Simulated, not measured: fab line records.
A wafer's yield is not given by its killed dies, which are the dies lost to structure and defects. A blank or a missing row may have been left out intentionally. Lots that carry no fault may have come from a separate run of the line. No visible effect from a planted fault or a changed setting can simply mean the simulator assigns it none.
fab line records	flow n5-finfet
record: lots: 8	wafers: 24	last-day: 18
route steps=1938 shown PMOS_HMC_CHANNEL_EPI@68 FIN_SAQP@98 FIN_CUT@165 BEOL_M4@1111 PASSIVATION@1936
lots that met no fault: from a run of the same line without faults
start-h: start of the lot's first displayed wafer, in hours after the record's first day	wait-h: time in hours since the lot's previous step	" repeats the value in the row above	L1.1+2: a single row standing in for several wafers	- no value, or no start given	* or withheld: withheld	< > ~ a bound
route shown NAME@n: names a module that has steps shown in the file, with the first one's number in the route	usual: mean/standard deviation taken from wafers without a fault	same: alike in all rows	chamber/n: place in a boat	sites: per-site readings	_std_site: standard deviation of those values	_edge_site: mean of outer sites minus mean of inner sites	radius-mm: how far each site lies from the wafer's centre	mask NAME#n: copy n	behind: the most recent tool/chamber to have shaped the wafer	hold: cause of the lot's hold/its duration in hours/its outcome	device: transistor that didn't switch, given as n, p or np	end of line: the same wafers' tests at the end of the route	where a step has no rows: the recipe by itself	killed: dies lost to structure and defects at the first sort, not the wafer's yield	map: dies across one wafer; x = killed, . = not, _ = none there
set.NAME: setting as actually run; set.NAME@STEP: the setting as run at that earlier step	model.NAME: the simulator's own value behind a step, which no gauge read
a sample of lots followed through the steps of the route, with each step as a table and each wafer as a row
services: when a tool's chamber went out of use (start-h, in hours from the record's first day, below 0 if earlier), for how many hours, and the reason
== steps ==
step: N5_PMOS_HMC_CHANNEL_EPI_DESCUM_14
recipe: chemistry: O2	time-s: 7.9	source-power-w: 50	bias-power-w: 20	pressure-mtorr: 20	rf-frequency-hz: 2.712e+07	temp-c: 40	resist: CAR-ArF-block	o2-flow-sccm: 225
usual: drypump-motor-current-A: 5.8/0.46	o2-flow-sccm: 225.0/0.64	oes-product-au: 0.74/0.05	rf-vpp-V: 242.9/1.3	showerhead-plenum-p-Torr: 2.07/0.066	throttle-valve-pct: 20.39/0.2
lot.wafer	tool	chamber	start-h	wait-h	drypump-motor-current-A	o2-flow-sccm	oes-product-au	rf-hours-counter-h	rf-vpp-V	showerhead-plenum-p-Torr	throttle-valve-pct
L313.3	rie-diel-04	0	53.91	0.0	5.6	225.1	0.72	166	243.6	2.09	20.68
L313.5	"	3	"	"	5.9	224.5	0.75	-	243.1	2.08	20.56
L313.6	"	0	"	"	5.6	224.7	0.71	-	243.8	2.09	20.67
L316.1	rie-diel-04	2	71.70	0.0	5.7	224.3	0.69	216	242.0	2.06	20.53
L316.2	"	0	"	"	5.6	226.0	0.73	172	244.6	2.08	20.69
L316.3	"	1	"	"	6.1	224.9	0.78	128	245.3	2.19	20.24
L319.2	rie-diel-02	3	89.59	0.2	6.3	224.4	0.69	230	244.5	2.15	20.17
L319.3	"	1	"	"	5.7	224.9	0.78	112	239.9	1.94	19.89
L319.6	"	3	"	"	6.3	226.0	0.69	-	245.6	2.14	20.16
L320.1	rie-diel-02	3	95.56	0.0	6.3	223.9	0.70	231	243.8	2.14	20.16
L320.3	"	0	"	"	5.7	224.9	0.77	117	244.3	2.10	20.57
L320.6	"	2	"	"	5.1	225.0	0.68	-	243.3	2.07	20.34
L322.1	rie-diel-03	0	107.61	0.0	6.1	224.5	0.77	157	242.0	2.01	20.57
L322.5	"	1	"	"	4.7	224.8	0.67	-	245.1	2.15	20.48
L322.6	"	2	"	"	6.2	226.1	0.75	-	241.9	2.00	20.33
L328.3	rie-diel-04	3	143.46	0.0	5.8	225.2	0.73	202	242.3	2.07	20.59
L328.4	"	2	"	"	5.7	224.9	0.66	237	243.1	2.05	20.55
L328.6	"	0	"	"	5.6	225.7	0.70	-	242.8	2.08	20.71
L329.1	rie-diel-04	0	149.54	0.0	5.6	224.6	0.70	192	242.6	2.08	20.70
L329.4	"	1	"	"	6.1	224.6	0.76	148	243.7	2.18	20.26
L329.5	"	1	"	"	6.1	225.1	0.76	-	246.5	2.18	20.26
L330.1	rie-diel-03	1	155.60	0.0	4.7	224.2	0.65	246	243.7	2.14	20.50
L330.3	"	3	"	"	6.2	223.7	0.80	98	242.1	2.03	20.43
L330.5	"	1	"	"	4.7	225.0	0.67	-	244.4	2.14	20.49
step: N5_PMOS_HMC_CHANNEL_EPI_PRECLEAN_40
recipe: chemistry: DHF	time-s: 30	temp-c: 25	dilution: withheld
lot.wafer	tool	chamber	start-h	wait-h
L313.3+5+6	wet-bench-03	3,5,0	57.46	0.0
L316.1+2+3	wet-bench-03	4,5,2	74.00	0.0
L319.2+3+6	wet-bench-03	2,7,4	92.81	0.0
L320.1+3+6	wet-bench-03	2,4,3	98.27	0.0
L322.1+5+6	wet-bench-03	2,6,7	110.30	0.0
L328.3+4+6	wet-bench-02	1,0,4	145.76	0.0
L329.1+4+5	wet-bench-02	1,4,2	151.83	0.0
L330.1+3+5	wet-bench-06	7,0,2	158.29	0.0
step: N5_PMOS_HMC_CHANNEL_EPI_EPI_26
recipe: material: Si	target-thk-a: 38	temp-c: 650	precursor: SiH4/H2	pressure-torr: 20	time-s: 22.7
usual: chamber-pressure-Torr: 20.00/0.04	throttle-valve-pct: 11.28/0.23
lot.wafer	tool	chamber	start-h	wait-h	chamber-pressure-Torr	throttle-valve-pct
L313.3	epi-rpcvd-03	0	57.68	0.2	20.06	11.17
L313.5	"	0	"	"	20.02	11.70
L313.6	"	0	"	"	20.00	11.25
L316.1	epi-rpcvd-03	0	74.09	0.0	19.98	11.27
L316.2	"	0	"	"	20.01	11.51
L316.3	"	0	"	"	19.96	11.12
L319.2	epi-rpcvd-03	0	92.96	0.1	19.99	11.06
L319.3	"	0	"	"	19.98	11.06
L319.6	"	0	"	"	19.98	11.64
L320.1	epi-rpcvd-02	0	98.36	0.0	20.05	11.48
L320.3	"	0	"	"	20.00	11.44
L320.6	"	0	"	"	20.09	11.42
L322.1	epi-rpcvd-02	0	110.39	0.0	20.03	11.59
L322.5	"	0	"	"	20.07	11.57
L322.6	"	0	"	"	20.04	11.56
L328.3	epi-rpcvd-03	0	145.94	0.1	19.95	11.19
L328.4	"	0	"	"	19.97	11.42
L328.6	"	0	"	"	19.98	11.29
L329.1	epi-rpcvd-02	0	151.91	0.0	20.09	11.51
L329.4	"	0	"	"	20.09	11.66
L329.5	"	0	"	"	20.02	11.62
L330.1	epi-rpcvd-03	0	158.37	0.0	20.00	11.59
L330.3	"	0	"	"	20.04	11.25
L330.5	"	0	"	"	20.04	11.10
step: N5_PMOS_HMC_CHANNEL_EPI_INSPECT_30
recipe: inspect-instrument: darkfield	mode: post-epi
usual: raw-defect-count: 17/6.5
lot.wafer	tool	chamber	start-h	wait-h	raw-defect-count
L313.3	defect-inspect-01	-	58.02	0.0	11
L313.5	"	-	"	"	8
L313.6	"	-	"	"	28
L316.1	defect-inspect-02	-	74.69	0.0	28
L316.2	"	-	"	"	22
L316.3	"	-	"	"	23
L319.2	defect-inspect-02	-	93.38	0.0	17
L319.3	"	-	"	"	6
L319.6	"	-	"	"	24
L320.1	defect-inspect-01	-	98.83	0.0	309
L320.3	"	-	"	"	279
L320.6	"	-	"	"	273
L322.1	defect-inspect-02	-	110.86	0.0	358
L322.5	"	-	"	"	314
L322.6	"	-	"	"	310
L328.3	defect-inspect-01	-	146.22	0.0	30
L328.4	"	-	"	"	9
L328.6	"	-	"	"	17
L329.1	defect-inspect-02	-	152.38	0.0	18
L329.4	"	-	"	"	13
L329.5	"	-	"	"	13
L330.1	defect-inspect-02	-	158.74	0.0	10
L330.3	"	-	"	"	13
L330.5	"	-	"	"	11
step: N5_FIN_SAQP_PECVD_47
recipe: material: a-Si	target-thk-a: 450	temp-c: 400	precursor: SiH4/He	pressure-torr: 3	rf-w: 100	time-s: 36.3
usual: chamber-pressure-Torr: 2.999/0.0069	heater-power-w: 826/130	showerhead-plenum-p-Torr: 5.64/0.066	throttle-valve-pct: 17.7/0.78
lot.wafer	tool	chamber	start-h	wait-h	chamber-pressure-Torr	heater-power-w	showerhead-plenum-p-Torr	throttle-valve-pct
L313.3	pecvd-02	2	59.06	0.0	2.997	842	5.68	16.5
L313.5	"	0	"	"	2.997	824	5.62	17.2
L313.6	"	1	"	"	3.010	834	5.59	16.9
L316.1	pecvd-02	1	75.38	0.0	2.997	752	5.59	16.7
L316.2	"	2	"	"	2.999	981	5.65	16.8
L316.3	"	0	"	"	3.002	873	5.62	17.2
L319.2	pecvd-04	2	95.39	0.0	3.011	978	5.76	18.1
L319.3	"	1	"	"	2.997	654	5.56	18.2
L319.6	"	2	"	"	3.014	979	5.78	18.5
L320.1	pecvd-04	2	99.64	0.0	3.010	892	5.78	18.3
L320.3	"	0	"	"	2.996	618	5.64	17.5
L320.6	"	0	"	"	2.992	625	5.62	17.3
L322.1	pecvd-02	0	112.03	0.0	3.001	833	5.63	17.0
L322.5	"	1	"	"	3.007	792	5.59	16.6
L322.6	"	2	"	"	3.005	981	5.68	16.6
L328.3	pecvd-03	2	147.16	0.1	2.982	1064	5.61	17.7
L328.4	"	1	"	"	2.998	798	5.72	18.1
L328.6	"	1	"	"	3.007	794	5.71	17.7
L329.1	pecvd-04	1	153.25	0.0	2.995	625	5.58	18.4
L329.4	"	2	"	"	3.005	812	5.77	18.4
L329.5	"	0	"	"	2.991	744	5.63	17.2
L330.1	pecvd-04	1	160.79	0.0	3.009	665	5.58	18.3
L330.3	"	2	"	"	3.012	882	5.76	18.6
L330.5	"	0	"	"	2.999	697	5.63	17.3
step: N5_FIN_SAQP_INSPECT_40
recipe: inspect-instrument: brightfield	mode: aei
usual: raw-defect-count: 221/57
lot.wafer	tool	chamber	start-h	wait-h	raw-defect-count
L313.3	defect-inspect-02	-	64.59	0.0	159
L313.5	"	-	"	"	278
L313.6	"	-	"	"	275
L316.1	defect-inspect-02	-	81.08	0.0	251
L316.2	"	-	"	"	196
L316.3	"	-	"	"	196
L319.2	defect-inspect-01	-	101.38	0.0	268
L319.3	"	-	"	"	204
L319.6	"	-	"	"	244
L320.1	defect-inspect-02	-	104.53	0.0	520
L320.3	"	-	"	"	480
L320.6	"	-	"	"	471
L322.1	defect-inspect-01	-	117.05	0.0	472
L322.5	"	-	"	"	518
L322.6	"	-	"	"	492
L328.3	defect-inspect-01	-	153.33	0.0	185
L328.4	"	-	"	"	117
L328.6	"	-	"	"	160
L329.1	defect-inspect-01	-	161.50	0.0	275
L329.4	"	-	"	"	164
L329.5	"	-	"	"	330
L330.1	defect-inspect-02	-	167.84	0.0	193
L330.3	"	-	"	"	275
L330.5	"	-	"	"	209
step: N5_FIN_CUT_INSPECT_10
recipe: mode: adi	inspect-instrument: brightfield
usual: raw-defect-count: 39/10
lot.wafer	tool	chamber	start-h	wait-h	raw-defect-count
L313.3	defect-inspect-02	-	64.98	0.0	24
L313.5	"	-	"	"	55
L313.6	"	-	"	"	48
L316.1	defect-inspect-02	-	81.47	0.1	47
L316.2	"	-	"	"	39
L316.3	"	-	"	"	34
L319.2	defect-inspect-01	-	101.79	0.0	36
L319.3	"	-	"	"	41
L319.6	"	-	"	"	40
L320.1	defect-inspect-02	-	104.93	0.1	329
L320.3	"	-	"	"	307
L320.6	"	-	"	"	304
L322.1	defect-inspect-02	-	117.46	0.1	373
L322.5	"	-	"	"	338
L322.6	"	-	"	"	328
L328.3	defect-inspect-01	-	153.72	0.0	37
L328.4	"	-	"	"	24
L328.6	"	-	"	"	31
L329.1	defect-inspect-01	-	162.02	0.1	38
L329.4	"	-	"	"	22
L329.5	"	-	"	"	47
L330.1	defect-inspect-01	-	168.23	0.1	37
L330.3	"	-	"	"	57
L330.5	"	-	"	"	62
step: N5_FIN_CUT_INSPECT_17
recipe: inspect-instrument: brightfield	mode: aei
usual: raw-defect-count: 226/55
lot.wafer	tool	chamber	start-h	wait-h	raw-defect-count
L313.3	defect-inspect-02	-	65.92	0.0	190
L313.5	"	-	"	"	286
L313.6	"	-	"	"	273
L316.1	defect-inspect-01	-	82.41	0.0	235
L316.2	"	-	"	"	199
L316.3	"	-	"	"	203
L319.2	defect-inspect-01	-	102.76	0.0	265
L319.3	"	-	"	"	236
L319.6	"	-	"	"	253
L320.1	defect-inspect-01	-	106.34	0.0	535
L320.3	"	-	"	"	494
L320.6	"	-	"	"	494
L322.1	defect-inspect-01	-	118.41	0.0	481
L322.5	"	-	"	"	530
L322.6	"	-	"	"	493
L328.3	defect-inspect-02	-	154.84	0.0	191
L328.4	"	-	"	"	133
L328.6	"	-	"	"	162
L329.1	defect-inspect-01	-	163.33	0.0	274
L329.4	"	-	"	"	171
L329.5	"	-	"	"	331
L330.1	defect-inspect-02	-	169.18	0.0	203
L330.3	"	-	"	"	301
L330.5	"	-	"	"	222
step: N5_BEOL_M4_RC_MEAS_101
usual: DIBL_N: 35.7/1.3	DIBL_P: 35.4/1.8	IOFF_N: 0.152/0.027	IOFF_P: 0.20/0.034	ION_N: 672/9.8	ION_P: 461/7.5	SS_N: 71.4/0.55	SS_P: 73.1/0.61	VT_N: 251/3.3	VT_P: -251/3.6
lot.wafer	tool	chamber	start-h	wait-h	DIBL_N[mV/V]	DIBL_P[mV/V]	IOFF_N[nA/um]	IOFF_P[nA/um]	ION_N[uA/um]	ION_P[uA/um]	SS_N[mV/dec]	SS_P[mV/dec]	VT_N[mV]	VT_P[mV]
L313.3	prober-02	0	200.58	0.3	35.7	36.7	0.162	0.23	680	468	71.3	72.6	247	-247
L313.5	"	0	"	"	35.7	36.7	0.163	0.23	678	467	71.4	72.1	247	-248
L313.6	"	0	"	"	35.1	36.3	0.152	0.22	678	467	71.0	73.0	249	-247
L316.1	prober-02	0	219.25	0.4	36.5	34.9	0.147	0.19	671	458	72.1	73.5	251	-248
L316.2	"	0	"	"	37.6	35.7	0.154	0.21	669	459	71.6	73.0	250	-251
L316.3	"	0	"	"	37.4	36.3	0.156	0.21	675	458	72.1	73.0	253	-249
L319.2	prober-02	0	240.16	0.2	35.2	34.3	0.139	0.16	649	445	71.2	73.1	252	-256
L319.3	"	0	"	"	34.1	33.3	0.125	0.15	659	449	70.1	73.0	251	-256
L319.6	"	0	"	"	35.6	35.7	0.146	0.17	653	445	71.2	73.2	254	-256
L320.1	prober-02	0	241.33	0.2	34.1	33.8	0.115	0.16	656	450	71.3	72.5	254	-253
L320.3	"	0	"	"	35.7	35.6	0.138	0.18	673	454	72.0	72.6	254	-255
L320.6	"	0	"	"	36.3	36.0	0.146	0.19	661	452	71.7	73.2	253	-254
L322.1	prober-01	0	256.09	0.0	35.6	34.7	0.137	0.17	675	451	71.7	73.1	254	-254
L322.5	"	0	"	"	35.8	35.1	0.145	0.18	665	456	71.5	73.2	253	-256
L322.6	"	0	"	"	37.4	37.0	0.172	0.21	670	454	71.8	73.4	250	-251
L328.3	prober-02	0	286.21	0.3	35.3	35.0	0.137	0.18	679	464	70.7	72.9	254	-252
L328.4	"	0	"	"	37.8	38.1	0.182	0.22	689	468	71.5	73.6	249	-249
L328.6	"	0	"	"	35.5	35.2	0.137	0.18	678	466	71.0	73.5	250	-253
L329.1	prober-01	0	308.16	0.0	34.3	34.6	0.123	0.18	663	458	71.2	72.0	253	-252
L329.4	"	0	"	"	36.4	36.6	0.150	0.20	673	464	71.5	73.5	250	-250
L329.5	"	0	"	"	35.3	35.2	0.124	0.17	667	456	71.2	72.7	253	-251
L330.1	prober-02	0	318.48	0.0	34.8	33.5	0.121	0.19	674	459	70.5	73.0	254	-252
L330.3	"	0	"	"	33.8	32.4	0.104	0.17	653	457	70.8	72.3	259	-253
L330.5	"	0	"	"	35.4	34.7	0.132	0.20	668	467	71.3	73.0	252	-249
step: N5_PASSIVATION_PROBE_49
usual: defect-limited-yield: 91.5/1.3	killed_at_M0_to_M3: 33/11	killed_at_M4_up: 14/5.3	killed-at-contacts: 11/6.3	killed-at-front-end: 38/10	killed-at-other: 3.7/2.8	killed-dies: 101/16	killed-open: 67/12	killed-short: 32/7.4	sort_bin_5_function: 5.0/0.86	sort_bin_6_memory: 3.2/0.69	sort-n-pass: 1079/16	sort-yield-pct: 91.5/1.3
same: gross-dies: 1180	killed-at-back-side: 0	sort_bin_4_leakage[%]: 0	sort_bin_8_speed[%]: 0
lot.wafer	tool	chamber	start-h	wait-h	defect-limited-yield[%]	killed_at_M0_to_M3	killed_at_M4_up	killed-at-contacts	killed-at-front-end	killed-at-other	killed-dies	killed-open	killed-short	sort_bin_5_function[%]	sort_bin_6_memory[%]	sort-n-pass	sort-yield-pct[%]
L320.1	prober-02	-	350.45	0.0	84.1	24	12	3	145	4	188	53	36	10.2	4.0	992	84.1
L320.3	prober-02	-	350.55	0.1	88.1	31	10	1	95	4	141	44	26	8.4	2.7	1039	88.1
L320.6	prober-02	-	350.70	0.3	85.1	24	17	4	128	3	176	51	30	10.2	3.1	1004	85.1
L322.1	prober-01	-	356.41	0.0	84.1	21	27	14	123	3	188	62	26	10.5	3.6	992	84.1
L322.5	prober-01	-	356.61	0.2	85.2	26	10	6	129	4	175	57	18	9.4	4.4	1005	85.2
L322.6	prober-01	-	356.66	0.3	82.8	21	17	5	153	7	203	70	33	11.0	5.1	977	82.8
L328.3	prober-02	-	390.14	0.1	90.4	58	19	14	20	2	113	77	32	5.6	3.6	1067	90.4
L328.4	prober-02	-	390.19	0.2	91.1	41	13	10	39	2	105	72	31	5.3	3.4	1075	91.1
L328.6	prober-02	-	390.29	0.3	89.0	57	20	17	30	6	130	91	37	7.7	3.2	1050	89.0
killed by level:class
L320.1 PMOS_HMC_CHANNEL_EPI:unspecified=98 FIN_SAQP:geometric-particle:short=13 BEOL_M3:geometric-particle:open=9 STI_FIN_REVEAL:geometric-particle:open=8 GATE_CUT:geometric-particle:short=8 BEOL_M0_SAQP:geometric-particle:open=5 BEOL_M4:geometric-particle:open=4 FIN_SAQP:geometric-particle:open=3
L320.3 PMOS_HMC_CHANNEL_EPI:unspecified=71 BEOL_M1:geometric-particle:open=10 BEOL_M0_SAQP:geometric-particle:open=8 DUMMY_GATE:geometric-particle:open=7 BEOL_M4:geometric-particle:open=6 FIN_SAQP:geometric-particle:short=5 BEOL_M3:geometric-particle:open=5 BEOL_M1:geometric-particle:short=3
L320.6 PMOS_HMC_CHANNEL_EPI:unspecified=94 BEOL_M4:geometric-particle:open=10 BEOL_M2:geometric-particle:open=8 FIN_SAQP:geometric-particle:short=7 GATE_CUT:geometric-particle:short=7 DUMMY_GATE:geometric-particle:open=5 FIN_SAQP:geometric-particle:open=4 MOL_CONTACT_COAG:geometric-particle:open=4
L322.1 PMOS_HMC_CHANNEL_EPI:unspecified=99 MOL_CONTACT_COAG:geometric-particle:open=11 BEOL_M4:geometric-particle:open=11 FIN_SAQP:geometric-particle:short=6 BEOL_M4:geometric-particle:short=6 FIN_SAQP:geometric-particle:open=5 BEOL_M5:geometric-particle:open=5 BEOL_M0_SAQP:geometric-particle:open=4
L322.5 PMOS_HMC_CHANNEL_EPI:unspecified=99 STI_FIN_REVEAL:geometric-particle:open=9 BEOL_M2:geometric-particle:open=7 BEOL_M3:geometric-particle:open=7 MOL_CONTACT_COAG:geometric-particle:open=6 FIN_SAQP:geometric-particle:open=4 BEOL_M0_SAQP:geometric-particle:short=4 BEOL_M0_SAQP:geometric-particle:open=4
L322.6 PMOS_HMC_CHANNEL_EPI:unspecified=99 FIN_SAQP:geometric-particle:open=13 STI_FIN_REVEAL:geometric-particle:open=11 FIN_SAQP:geometric-particle:short=8 BEOL_M3:geometric-particle:open=8 BEOL_M4:geometric-particle:open=6 MOL_CONTACT_COAG:geometric-particle:open=5 BEOL_M4:geometric-particle:short=5
L328.3 BEOL_M0_SAQP:geometric-particle:open=19 BEOL_M0_SAQP:geometric-particle:short=16 MOL_CONTACT_COAG:geometric-particle:open=12 BEOL_M4:geometric-particle:open=9 BEOL_M2:geometric-particle:open=8 BEOL_M1:geometric-particle:open=6 FIN_SAQP:geometric-particle:open=4 FIN_SAQP:geometric-particle:short=3
L328.4 BEOL_M1:geometric-particle:open=11 BEOL_M0_SAQP:geometric-particle:open=9 MOL_CONTACT_COAG:geometric-particle:open=8 FIN_SAQP:geometric-particle:short=7 BEOL_M3:geometric-particle:open=7 BEOL_M0_SAQP:geometric-particle:short=6 BEOL_M4:geometric-particle:open=6 STI_FIN_REVEAL:geometric-particle:open=5
L328.6 BEOL_M3:geometric-particle:open=13 BEOL_M0_SAQP:geometric-particle:open=13 MOL_CONTACT_COAG:geometric-particle:open=12 BEOL_M0_SAQP:geometric-particle:short=12 BEOL_M4:geometric-particle:open=12 FIN_SAQP:geometric-particle:short=8 BEOL_M1:geometric-particle:open=7 BEOL_M2:geometric-particle:open=7
== services ==
tool	chamber	start-h	hours	kind
pecvd-02	-	31.69	0.6	repair
pecvd-02	-	60.92	1.2	repair
rie-diel-03	1	63.21	7.4	repair
epi-rpcvd-02	-	67.37	0.4	repair
wet-bench-03	-	69.50	1.9	pm
pecvd-04	2	74.17	13.8	repair
pecvd-03	-	77.78	0.3	repair
pecvd-02	2	79.20	2.1	scheduled-down
wet-bench-02	-	89.82	1.7	repair
pecvd-02	2	90.41	5.5	scheduled-down
pecvd-02	0	95.88	5.5	scheduled-down
pecvd-04	-	108.50	5.5	pm
epi-rpcvd-02	-	111.95	1.8	repair
pecvd-04	0	120.21	5.5	scheduled-down
rie-diel-02	1	128.59	14.5	repair
rie-diel-02	2	143.09	-	clean
rie-diel-02	2	143.09	-	consumable-replace:focus-ring
rie-diel-02	2	143.09	35.0	scheduled-down
rie-diel-02	2	143.09	35.0	vent-cycle
pecvd-03	0	143.65	5.5	scheduled-down
pecvd-03	-	152.71	6.0	pm
== key ==
first-sign: step: N5_PMOS_HMC_CHANNEL_EPI_INSPECT_30	reading: raw-defect-count	direction: up	sigmas: 45	usual: 17	struck: 307
effect: step: N5_FIN_SAQP_INSPECT_40	reading: raw-defect-count	direction: up	sigmas: 4.8	usual: 221	struck: 492
effect: step: N5_FIN_CUT_INSPECT_10	reading: raw-defect-count	direction: up	sigmas: 28	usual: 39	struck: 330
effect: step: N5_FIN_CUT_INSPECT_17	reading: raw-defect-count	direction: up	sigmas: 5.1	usual: 226	struck: 504
effect: step: N5_PASSIVATION_PROBE_49	reading: killed-at-front-end	direction: up	sigmas: 8.9	usual: 38	struck: 129
more-kills-born-at: N5_PMOS_HMC_CHANNEL_EPI_PRECLEAN_40@wet-bench-03: 560
met-at N5_PMOS_HMC_CHANNEL_EPI_PRECLEAN_40
struck-lots L320,L322
not-acting-at N5_PMOS_HMC_CHANNEL_EPI_DESCUM_14,N5_PMOS_HMC_CHANNEL_EPI_EPI_26,N5_FIN_SAQP_PECVD_47
onset-between 92.81 98.27
fault: kind: chamber-particle-source	tool: wet-bench-03	chamber: -	onset-h: 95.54	steps: N5_PMOS_HMC_CHANNEL_EPI_PRECLEAN_40	rate-per-visit-cm2: 0.44126	end-h: 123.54
